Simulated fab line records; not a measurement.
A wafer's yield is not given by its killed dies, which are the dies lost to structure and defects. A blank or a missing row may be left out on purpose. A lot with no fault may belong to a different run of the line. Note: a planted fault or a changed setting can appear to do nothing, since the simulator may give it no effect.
Which tool is to blame? | flow n5 finfet | 21 lots with 63 wafers sampled at 6 steps, on a route of 1938 steps

## WHAT THE GAUGES READ, wafer by wafer
N5_SDB_THK_MEAS_31. Usual: SDB_THK 64.4 nm, standard deviation 0.92.
lot  | measured    | on            | SDB_THK (nm)   | flag
L074 | day 3 22:20 | film metro-01 | 63.3 63.8 65.1 |
L075 | day 4 06:21 | film metro-01 | 65.0 65.3 64.5 |
L076 | day 4 08:56 | film metro-02 | 65.4 64.6 65.3 |
L077 | day 4 17:10 | film metro-01 | 64.0 65.7 64.6 |
L078 | day 5 03:15 | film metro-01 | 63.2 62.5 62.6 |
L080 | day 5 08:49 | film metro-02 | 65.2 63.9 65.1 |
L081 | day 5 14:53 | film metro-01 | 63.0 65.1 65.8 |
L082 | day 5 21:49 | film metro-01 | 64.5 64.8 64.8 |
L083 | day 6 01:23 | film metro-02 | 62.7 63.7 63.4 |
L084 | day 6 09:58 | film metro-02 | 65.5 65.4 62.8 |
L085 | day 6 20:34 | film metro-01 | 65.6 63.9 66.2 |
L086 | day 6 22:17 | film metro-02 | 63.0 65.5 64.1 |
L088 | day 7 13:25 | film metro-01 | 63.9 63.5 65.3 |
L089 | day 7 14:25 | film metro-01 | 64.9 63.4 64.6 |
L090 | day 7 21:03 | film metro-01 | 64.4 63.6 63.4 |
L091 | day 8 01:32 | film metro-02 | 63.7 62.8 63.4 |
L092 | day 8 10:42 | film metro-01 | 62.9 64.2 63.9 |
L093 | day 8 14:29 | film metro-01 | 64.5 63.5 63.9 |
L094 | day 9 00:37 | film metro-01 | 63.8 65.4 66.0 |
L095 | day 9 06:56 | film metro-01 | 63.9 64.1 63.9 |
L096 | day 9 15:07 | film metro-02 | 63.8 63.7 64.0 |

## TOOL THAT RAN EACH LOT (tool first, then ch and the chambers of the sampled wafers, then the start)
lot  | N5_SD_EPI_P_DESCUM_14             | N5_SD_EPI_P_ETCH_16               | N5_SDB_HM_OPEN_20                 | N5_SDB_STRIP_22                     | N5_SDB_ETCH_25
L074 | rie diel-03 ch 1,3, day 3 06:27   | rie diel-03 ch 1,3, day 3 07:04   | rie diel-04 ch 2,3, day 3 18:42   | plasma asher-01 ch 0,1, day 3 18:47 | rie diel-06 ch 1,2,3, day 3 19:02
L075 | rie diel-03 ch 1,3, day 3 12:25   | rie diel-03 ch 1,3, day 3 13:02   | rie diel-06 ch 0,1,3, day 4 02:44 | plasma asher-01 ch 0,1, day 4 02:52 | rie diel-02 ch 0,2,3, day 4 03:04
L076 | rie diel-03 ch 0,1, day 3 16:46   | rie diel-03 ch 0,1, day 3 17:23   | rie diel-04 ch 2,3, day 4 05:21   | plasma asher-02 ch 0,1, day 4 05:26 | rie diel-06 ch 2,3, day 4 05:39
L077 | rie diel-01 ch 2,3, day 3 23:40   | rie diel-01 ch 2,3, day 4 00:17   | rie diel-06 ch 0,1, day 4 13:34   | plasma asher-02 ch 0, day 4 13:39   | rie diel-04 ch 1,3, day 4 13:52
L078 | rie diel-05 ch 0,1,2, day 4 10:15 | rie diel-05 ch 0,1,2, day 4 10:52 | rie diel-02 ch 1,2, day 4 23:08   | plasma asher-02 ch 1, day 4 23:13   | rie diel-04 ch 0,1,3, day 4 23:26
L080 | rie diel-01 ch 0,2, day 4 15:55   | rie diel-01 ch 0,2, day 4 16:32   | rie diel-06 ch 1,3, day 5 05:14   | plasma asher-01 ch 0, day 5 05:19   | rie diel-06 ch 1,2, day 5 05:31
L081 | rie diel-05 ch 1,3, day 4 22:43   | rie diel-05 ch 0,2,3, day 4 23:20 | rie diel-02 ch 0,1,3, day 5 10:47 | plasma asher-01 ch 0,1, day 5 10:52 | rie diel-04 ch 0,2,3, day 5 11:36
L082 | rie diel-03 ch 0,2,3, day 5 05:55 | rie diel-03 ch 0,2,3, day 5 06:31 | rie diel-06 ch 0,1, day 5 18:13   | plasma asher-02 ch 0, day 5 18:17   | rie diel-02 ch 0,1,3, day 5 18:31
L083 | rie diel-01 ch 1,2,3, day 5 10:22 | rie diel-01 ch 1,2,3, day 5 10:59 | rie diel-02 ch 1,3, day 5 21:47   | plasma asher-01 ch 0,1, day 5 21:52 | rie diel-02 ch 0,3, day 5 22:05
L084 | rie diel-03 ch 0,2, day 5 18:56   | rie diel-03 ch 0,2, day 5 19:33   | rie diel-06 ch 1,2,3, day 6 06:22 | plasma asher-01 ch 0,1, day 6 06:29 | rie diel-02 ch 0,1,3, day 6 06:40
L085 | rie diel-01 ch 0,1,3, day 6 04:46 | rie diel-01 ch 0,1,3, day 6 05:23 | rie diel-04 ch 1,3, day 6 16:25   | plasma asher-02 ch 0,1, day 6 16:29 | rie diel-02 ch 0,3, day 6 16:58
L086 | rie diel-03 ch 1,2,3, day 6 07:02 | rie diel-03 ch 1,2,3, day 6 07:38 | rie diel-02 ch 0,1,3, day 6 18:41 | plasma asher-02 ch 0,1, day 6 18:46 | rie diel-02 ch 0,1, day 6 18:59
L088 | rie diel-01 ch 1,2, day 6 20:34   | rie diel-01 ch 1,2, day 6 21:10   | rie diel-02 ch 2,3, day 7 09:44   | plasma asher-02 ch 0, day 7 09:49   | rie diel-04 ch 0,2, day 7 10:02
L089 | rie diel-01 ch 1,3, day 6 22:42   | rie diel-01 ch 1,3, day 6 23:19   | rie diel-04 ch 0,2,3, day 7 10:27 | plasma asher-02 ch 0,1, day 7 10:46 | rie diel-04 ch 0,2, day 7 10:59
L090 | rie diel-03 ch 0,2, day 7 05:45   | rie diel-03 ch 0,2, day 7 06:22   | rie diel-02 ch 1,3, day 7 17:26   | plasma asher-02 ch 0,1, day 7 17:31 | rie diel-02 ch 0,3, day 7 17:45
L091 | rie diel-01 ch 0,1,2, day 7 10:29 | rie diel-01 ch 0,1,2, day 7 11:07 | rie diel-06 ch 1,2,3, day 7 21:58 | plasma asher-02 ch 0,1, day 7 22:04 | rie diel-04 ch 0,2,3, day 7 22:16
L092 | rie diel-05 ch 0,2, day 7 19:03   | rie diel-05 ch 0,2, day 7 19:40   | rie diel-06 ch 0,1,2, day 8 06:37 | plasma asher-02 ch 0,1, day 8 06:42 | rie diel-06 ch 0,2,3, day 8 07:25
L093 | rie diel-05 ch 0,1,2, day 7 23:20 | rie diel-05 ch 0,1,2, day 7 23:56 | rie diel-02 ch 1,2, day 8 10:53   | plasma asher-02 ch 0,1, day 8 10:58 | rie diel-06 ch 1,2,3, day 8 11:11
L094 | rie diel-05 ch 1,2,3, day 8 07:20 | rie diel-05 ch 1,2,3, day 8 07:57 | rie diel-04 ch 0,1,2, day 8 20:34 | plasma asher-02 ch 0,1, day 8 20:44 | rie diel-04 ch 0,1,3, day 8 21:18
L095 | rie diel-01 ch 0,2, day 8 11:24   | rie diel-01 ch 0,2, day 8 12:01   | rie diel-04 ch 2,3, day 9 01:20   | plasma asher-02 ch 0,1, day 9 01:25 | rie diel-04 ch 1,2,3, day 9 03:38
L096 | rie diel-05 ch 0,2,3, day 8 19:58 | rie diel-05 ch 0,2,3, day 8 20:35 | rie diel-04 ch 1,2,3, day 9 09:51 | plasma asher-01 ch 0,1, day 9 09:56 | rie diel-04 ch 1,2, day 9 11:47
- N5_SD_EPI_P_DESCUM_14: chemistry O2, time 7.9 s.
- N5_SD_EPI_P_ETCH_16: etches SiO2 in CHF3/O2, target depth 5 nm.
- N5_SDB_HM_OPEN_20: chemistry CH3F/O2, target SiNx, stops on poly-Si, target depth 24 nm.
- N5_SDB_STRIP_22: strips in N2/H2.
- N5_SDB_ETCH_25: etches SiO2 in C4F6/O2, target depth 10 nm, time 3.3 s.

## WHAT THE TOOLS THEMSELVES READ (means of the sampled wafers that have a number; where no wafer has one, the mark that the record gives instead)
N5_SD_EPI_P_DESCUM_14. Usual: drypump motor current A 5.6 A, standard deviation 0.58; oes product au 0.76 a.u., standard deviation 0.076; rf vpp V 243.6 V, standard deviation 1.5; showerhead plenum p Torr 2.11 Torr, standard deviation 0.089; throttle valve pct 20.39 %, standard deviation 0.2.
lot  | tool        | drypump motor current A (A) | oes product au (a.u.) | rf vpp V (V) | showerhead plenum p Torr (Torr) | throttle valve pct (%) | flag
L074 | rie diel-03 | 5.3                         | 0.80                  | 242.6        | 2.02                            | 20.17                  |
L075 | rie diel-03 | 5.3                         | 0.78                  | 243.4        | 2.10                            | 20.21                  |
L076 | rie diel-03 | 5.5                         | 0.75                  | 244.4        | 2.18                            | 20.30                  |
L077 | rie diel-01 | 5.4                         | 0.72                  | 243.8        | 2.16                            | 20.40                  |
L078 | rie diel-05 | 5.6                         | 0.79                  | 242.6        | 2.05                            | 20.45                  |
L080 | rie diel-01 | 6.1                         | 0.72                  | 244.3        | 2.16                            | 20.61                  |
L081 | rie diel-05 | 6.3                         | 0.73                  | 241.6        | 2.05                            | 20.56                  |
L082 | rie diel-03 | 5.3                         | 0.77                  | 243.3        | 2.10                            | 20.27                  |
L083 | rie diel-01 | 5.7                         | 0.81                  | 245.4        | 2.18                            | 20.38                  |
L084 | rie diel-03 | 5.3                         | 0.75                  | 245.2        | 2.18                            | 20.34                  |
L085 | rie diel-01 | 5.6                         | 0.77                  | 244.1        | 2.18                            | 20.38                  |
L086 | rie diel-03 | 5.3                         | 0.76                  | 243.5        | 2.10                            | 20.25                  |
L088 | rie diel-01 | 6.2                         | 0.81                  | 244.4        | 2.18                            | 20.51                  |
L089 | rie diel-01 | 5.2                         | 0.76                  | 244.3        | 2.17                            | 20.28                  |
L090 | rie diel-03 | 5.3                         | 0.72                  | 244.9        | 2.18                            | 20.37                  |
L091 | rie diel-01 | 6.0                         | 0.78                  | 244.4        | 2.18                            | 20.51                  |
L092 | rie diel-05 | 5.2                         | 0.83                  | 242.5        | 2.03                            | 20.30                  |
L093 | rie diel-05 | 5.6                         | 0.76                  | 242.9        | 2.04                            | 20.49                  |
L094 | rie diel-05 | 6.3                         | 0.72                  | 242.7        | 2.02                            | 20.57                  |
L095 | rie diel-01 | 6.1                         | 0.70                  | 243.3        | 2.15                            | 20.66                  |
L096 | rie diel-05 | 5.9                         | 0.77                  | 242.1        | 2.01                            | 20.40                  |

N5_SD_EPI_P_ETCH_16. Usual: CHF3_flow_sccm 50.01 sccm, standard deviation 0.16; drypump motor current A 5.6 A, standard deviation 0.59; oes product au 0.76 a.u., standard deviation 0.077; rf vpp V 523 V, standard deviation 4.4; showerhead plenum p Torr 2.43 Torr, standard deviation 0.096; throttle valve pct 18.88 %, standard deviation 0.18.
lot  | tool        | CHF3_flow_sccm (sccm) | drypump motor current A (A) | oes product au (a.u.) | rf vpp V (V) | showerhead plenum p Torr (Torr) | throttle valve pct (%) | flag
L074 | rie diel-03 | 50.07                 | 5.3                         | 0.80                  | 524          | 2.34                            | 18.67                  |
L075 | rie diel-03 | 50.12                 | 5.4                         | 0.78                  | 525          | 2.42                            | 18.70                  |
L076 | rie diel-03 | 49.96                 | 5.4                         | 0.75                  | 528          | 2.50                            | 18.75                  |
L077 | rie diel-01 | 50.02                 | 5.4                         | 0.72                  | 522          | 2.50                            | 18.98                  |
L078 | rie diel-05 | 50.09                 | 5.6                         | 0.79                  | 523          | 2.36                            | 18.91                  |
L080 | rie diel-01 | 49.99                 | 6.1                         | 0.73                  | 525          | 2.49                            | 19.08                  |
L081 | rie diel-05 | 49.98                 | 5.9                         | 0.83                  | 517          | 2.34                            | 18.87                  |
L082 | rie diel-03 | 50.14                 | 5.2                         | 0.76                  | 523          | 2.41                            | 18.73                  |
L083 | rie diel-01 | 50.08                 | 5.7                         | 0.81                  | 522          | 2.52                            | 18.92                  |
L084 | rie diel-03 | 49.99                 | 5.2                         | 0.75                  | 524          | 2.50                            | 18.75                  |
L085 | rie diel-01 | 49.99                 | 5.6                         | 0.78                  | 524          | 2.51                            | 18.87                  |
L086 | rie diel-03 | 50.03                 | 5.3                         | 0.76                  | 524          | 2.42                            | 18.73                  |
L088 | rie diel-01 | 50.02                 | 6.2                         | 0.81                  | 523          | 2.52                            | 19.04                  |
L089 | rie diel-01 | 50.04                 | 5.2                         | 0.76                  | 523          | 2.51                            | 18.83                  |
L090 | rie diel-03 | 49.91                 | 5.3                         | 0.73                  | 525          | 2.49                            | 18.78                  |
L091 | rie diel-01 | 50.05                 | 6.0                         | 0.78                  | 524          | 2.51                            | 18.99                  |
L092 | rie diel-05 | 50.09                 | 5.2                         | 0.82                  | 518          | 2.34                            | 18.80                  |
L093 | rie diel-05 | 49.93                 | 5.6                         | 0.76                  | 521          | 2.35                            | 18.94                  |
L094 | rie diel-05 | 50.08                 | 6.3                         | 0.73                  | 521          | 2.34                            | 19.05                  |
L095 | rie diel-01 | 50.07                 | 6.1                         | 0.70                  | 524          | 2.48                            | 19.13                  |
L096 | rie diel-05 | 49.91                 | 5.9                         | 0.78                  | 516          | 2.33                            | 18.90                  |

N5_SDB_HM_OPEN_20. Usual: drypump motor current A 5.8 A, standard deviation 0.52; oes product au 0.65 a.u., standard deviation 0.067; rf vpp V 299.1 V, standard deviation 2.8; showerhead plenum p Torr 2.00 Torr, standard deviation 0.066; throttle valve pct 16.34 %, standard deviation 0.28.
lot  | tool        | drypump motor current A (A) | oes product au (a.u.) | rf vpp V (V) | showerhead plenum p Torr (Torr) | throttle valve pct (%) | flag
L074 | rie diel-04 | 6.0                         | 0.75                  | 302.3        | 2.07                            | 16.14                  |
L075 | rie diel-06 | 5.8                         | 0.66                  | 300.2        | 2.02                            | 16.29                  |
L076 | rie diel-04 | 5.9                         | 0.75                  | 302.8        | 2.07                            | 16.15                  |
L077 | rie diel-06 | 6.1                         | 0.65                  | 300.4        | 2.04                            | 16.38                  |
L078 | rie diel-02 | 5.8                         | 0.63                  | 299.4        | 2.06                            | 16.48                  |
L080 | rie diel-06 | 5.4                         | 0.65                  | 301.3        | 2.07                            | 16.52                  |
L081 | rie diel-02 | 5.3                         | 0.65                  | 296.8        | 2.00                            | 16.35                  |
L082 | rie diel-06 | 6.4                         | 0.64                  | 300.1        | 1.98                            | 16.20                  |
L083 | rie diel-02 | 5.2                         | 0.57                  | 296.4        | 2.01                            | 16.71                  |
L084 | rie diel-06 | 5.5                         | 0.63                  | 300.8        | 2.01                            | 16.38                  |
L085 | rie diel-04 | 6.0                         | 0.67                  | 300.7        | 2.07                            | 16.30                  |
L086 | rie diel-02 | 5.3                         | 0.62                  | 296.6        | 2.00                            | 16.39                  |
L088 | rie diel-02 | 6.0                         | 0.64                  | 298.0        | 2.01                            | 16.57                  |
L089 | rie diel-04 | 6.1                         | 0.64                  | 300.4        | 2.02                            | 16.35                  |
L090 | rie diel-02 | 5.2                         | 0.56                  | 295.2        | 2.00                            | 16.74                  |
L091 | rie diel-06 | 5.5                         | 0.62                  | 300.7        | 2.01                            | 16.41                  |
L092 | rie diel-06 | 6.2                         | 0.61                  | 299.1        | 1.97                            | 16.30                  |
L093 | rie diel-02 | 5.8                         | 0.62                  | 298.8        | 2.05                            | 16.54                  |
L094 | rie diel-04 | 6.1                         | 0.67                  | 297.9        | 1.96                            | 16.36                  |
L095 | rie diel-04 | 5.9                         | 0.68                  | 302.0        | 2.05                            | 16.24                  |
L096 | rie diel-04 | 5.9                         | 0.70                  | 300.1        | 2.00                            | 16.25                  |

N5_SDB_STRIP_22. Usual: drypump motor current A 5.4 A, standard deviation 0.57; heater power w 322 W, standard deviation 19; oes product au 0.716 a.u., standard deviation 0.0043; strip time to endpoint s 96.2 s, standard deviation 0.44.
lot  | tool            | drypump motor current A (A) | heater power w (W) | oes product au (a.u.) | strip time to endpoint s (s) | flag
L074 | plasma asher-01 | 6.2                         | 331                | 0.713                 | 96.3                         |
L075 | plasma asher-01 | 6.2                         | 342                | 0.720                 | 95.9                         |
L076 | plasma asher-02 | 5.0                         | 318                | 0.713                 | 95.5                         |
L077 | plasma asher-02 | 4.9                         | 335                | 0.718                 | 95.6                         |
L078 | plasma asher-02 | 5.2                         | 293                | 0.717                 | 95.6                         |
L080 | plasma asher-01 | 6.6                         | 341                | 0.718                 | 96.0                         |
L081 | plasma asher-01 | 6.2                         | 336                | 0.717                 | 96.4                         |
L082 | plasma asher-02 | 4.9                         | 330                | 0.717                 | 96.4                         |
L083 | plasma asher-01 | 5.7                         | 339                | 0.714                 | 97.0                         |
L084 | plasma asher-01 | 6.2                         | 343                | 0.718                 | 96.1                         |
L085 | plasma asher-02 | 5.0                         | 320                | 0.715                 | 96.4                         |
L086 | plasma asher-02 | 5.0                         | 324                | 0.714                 | 96.1                         |
L088 | plasma asher-02 | 4.9                         | 335                | 0.715                 | 96.2                         |
L089 | plasma asher-02 | 5.1                         | 302                | 0.714                 | 96.5                         |
L090 | plasma asher-02 | 5.1                         | 312                | 0.713                 | 96.4                         |
L091 | plasma asher-02 | 5.0                         | 324                | 0.714                 | 95.9                         |
L092 | plasma asher-02 | 5.1                         | 306                | 0.716                 | 97.0                         |
L093 | plasma asher-02 | 5.1                         | 306                | 0.718                 | 96.8                         |
L094 | plasma asher-02 | 5.1                         | 307                | 0.714                 | 96.2                         |
L095 | plasma asher-02 | 5.0                         | 321                | 0.720                 | 96.5                         |
L096 | plasma asher-01 | 6.2                         | 338                | 0.716                 | 96.2                         |

N5_SDB_ETCH_25. Usual: drypump motor current A 5.8 A, standard deviation 0.51; oes product au 0.78 a.u., standard deviation 0.089; rf vpp V 669 V, standard deviation 6.1; showerhead plenum p Torr 2.85 Torr, standard deviation 0.087; throttle valve pct 21.19 %, standard deviation 0.27.
lot  | tool        | drypump motor current A (A) | oes product au (a.u.) | rf vpp V (V) | showerhead plenum p Torr (Torr) | throttle valve pct (%) | flag
L074 | rie diel-06 | 5.5                         | 0.80                  | 675          | 2.87                            | 21.21                  |
L075 | rie diel-02 | 5.6                         | 0.75                  | 664          | 2.84                            | 21.29                  |
L076 | rie diel-06 | 5.3                         | 0.81                  | 675          | 2.84                            | 21.13                  |
L077 | rie diel-04 | 6.0                         | 0.76                  | 669          | 2.87                            | 21.22                  |
L078 | rie diel-04 | 6.2                         | 0.75                  | 668          | 2.88                            | 21.22                  |
L080 | rie diel-06 | 5.8                         | 0.76                  | 674          | 2.90                            | 21.32                  |
L081 | rie diel-04 | 6.1                         | 0.82                  | 673          | 2.88                            | 21.15                  |
L082 | rie diel-02 | 5.3                         | 0.78                  | 664          | 2.85                            | 21.20                  |
L083 | rie diel-02 | 5.2                         | 0.77                  | 660          | 2.81                            | 21.29                  |
L084 | rie diel-02 | 5.3                         | 0.77                  | 663          | 2.85                            | 21.20                  |
L085 | rie diel-02 | 5.2                         | 0.76                  | 660          | 2.81                            | 21.30                  |
L086 | rie diel-02 | 5.3                         | 0.84                  | 664          | 2.84                            | 20.89                  |
L088 | rie diel-04 | 6.1                         | 0.78                  | 670          | 2.79                            | 21.24                  |
L089 | rie diel-04 | 6.3                         | 0.74                  | 667          | 2.80                            | 21.29                  |
L090 | rie diel-02 | 5.2                         | 0.82                  | 661          | 2.79                            | 21.00                  |
L091 | rie diel-04 | 6.1                         | 0.79                  | 671          | 2.86                            | 21.20                  |
L092 | rie diel-06 | 5.9                         | 0.77                  | 672          | 2.78                            | 21.03                  |
L093 | rie diel-06 | 5.5                         | 0.75                  | 673          | 2.86                            | 21.25                  |
L094 | rie diel-04 | 6.2                         | 0.83                  | 668          | 2.87                            | 21.16                  |
L095 | rie diel-04 | 5.9                         | 0.87                  | 671          | 2.85                            | 21.11                  |
L096 | rie diel-04 | 5.9                         | 0.85                  | 670          | 2.77                            | 21.17                  |

## THE ANSWER, worked out from the rows above alone
Rule: a lot counts as off when the mean over its wafers that have a number is more than 3 standard deviations away from the usual mean. A lot without any number at a reading at which 4 lots or more have one is off too. The other lots that the step has rows for count as sound. Order of review: gauges by route order, followed by the tools' own readings, for which a lot's mean as printed above is used. The first step at which some lot is off is used, and at that step the reading that is off furthest; a lot without a number counts as furthest.
None of the lots is off at any reading shown; this tells nothing.

## WHAT THE SIMULATOR HAD PUT IN
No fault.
